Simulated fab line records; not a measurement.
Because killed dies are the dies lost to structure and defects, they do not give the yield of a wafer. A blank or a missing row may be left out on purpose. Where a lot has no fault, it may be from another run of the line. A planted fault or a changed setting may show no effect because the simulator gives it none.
Lot-split experiment	flow n5Finfet	on a route of 1938 steps: 7 lots, 21 wafers read

## ON THE SPLIT
At N5_BEOL_M8_COAT_71 (time 60 s, resist thk 5 nm), the setting spinRpm was moved away from the recipe's 1500 rpm on 6 of the 21 wafers read, by -10.0% to +10.6%. This setting was run at the recipe's value on the other wafers.

## FROM SPLIT TO READING: 1 step shown by the file between the two
- N5_BEOL_M8_DESCUM_33: chemistry O2, time 7 s (also split here: timeS)

## THE READING
etch.depthNm (the simulator's own value, which no gauge read), in nm, at N5_BEOL_M8_ETCH_72 (etches underlayer in N2/H2, target depth 6.5 nm, time 5.2 s). The file gives no usual value for it. Here, 15 wafers ran the recipe; their average is 4.994 nm with a standard deviation of 0.016 nm.

wafer	tool, chamber at the split	spinRpm as run, rpm	against the recipe	etch.depthNm, nm	against lot-mates on the recipe
L074.1	lithoTrack-01, 0	1500	recipe	4.988	-
L074.3	lithoTrack-01, 0	1350	-10.0%	5.249	+0.268
L074.5	lithoTrack-01, 0	1500	recipe	4.974	-
L075.2	lithoTrack-03, 0	1500	recipe	5.006	-
L075.3	lithoTrack-03, 0	1500	recipe	4.975	-
L075.5	lithoTrack-03, 0	1500	recipe	4.983	-
L080.1	lithoTrack-03, 0	1656	+10.4%	4.733	-0.253
L080.2	lithoTrack-03, 0	1500	recipe	4.993	-
L080.6	lithoTrack-03, 0	1500	recipe	4.979	-
L079.2	lithoTrack-01, 0	1659	+10.6%	4.744	-0.261
L079.3	lithoTrack-01, 0	1659	+10.6%	4.734	-0.271
L079.4	lithoTrack-01, 0	1500	recipe	5.005	-
L083.1	lithoTrack-05, 0	1351	-9.9%	5.291	+0.297
L083.3	lithoTrack-05, 0	1351	-9.9%	5.272	+0.278
L083.6	lithoTrack-05, 0	1500	recipe	4.994	-
L084.1	lithoTrack-01, 0	1500	recipe	4.986	-
L084.2	lithoTrack-01, 0	1500	recipe	4.995	-
L084.3	lithoTrack-01, 0	1500	recipe	4.976	-
L096.1	lithoTrack-01, 0	1500	recipe	5.026	-
L096.3	lithoTrack-01, 0	1500	recipe	5.007	-
L096.4	lithoTrack-01, 0	1500	recipe	5.025	-

FIT RESULTS
A straight line over all 21 wafers: etch.depthNm changes by -0.026 nm for each +1% of spinRpm; r = -0.99; the points scatter about the line by 0.018 nm.
The same after taking each lot's own level away (the mean of its wafers on the recipe; 21 wafers): -0.0265 nm for each +1%; r = -1.00; scatter 0.013 nm.
Per that fit: largest spinRpm move, reading shift of 0.28 nm.
From 4.9810 to 5.0193 nm: that is the span of the lots' own levels, equal to 2.4 times the standard deviation above.
Consequently the slope shifts little with the lot-to-lot level, the two slopes agreeing.
Check: for one of the wafers moved furthest among these (+10.6%), held out of the fit, the line's prediction against its lot-mates is -0.28 nm. It came out at -0.261 nm against them.

## THESE WAFERS: OTHER SPLITS
Note: prior to the reading, these wafers also went through further splits. Each is held against what the fit with the lots' levels taken away leaves over:
other split on the same wafers	wafers away from the commonest value	r with etch.depthNm (lot level and that fit taken away)
N5_BEOL_M4_DESCUM_33 timeS	10	-0.32
N5_BEOL_M4_ETCH_70 timeS	6	+0.16
N5_BEOL_M5_COAT_74 spinRpm	9	-0.02
N5_BEOL_M5_COAT_22 spinRpm	5	+0.40
N5_BEOL_M6_PECVD_70 timeS	8	+0.31
N5_BEOL_M7_ILD_DEP_00 timeS	7	+0.25
N5_BEOL_M8_DESCUM_33 timeS	14	+0.42

## FILE'S OWN FIT
etch.depthNm changes by -0.0262 nm for each +1% of spinRpm, r = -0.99.
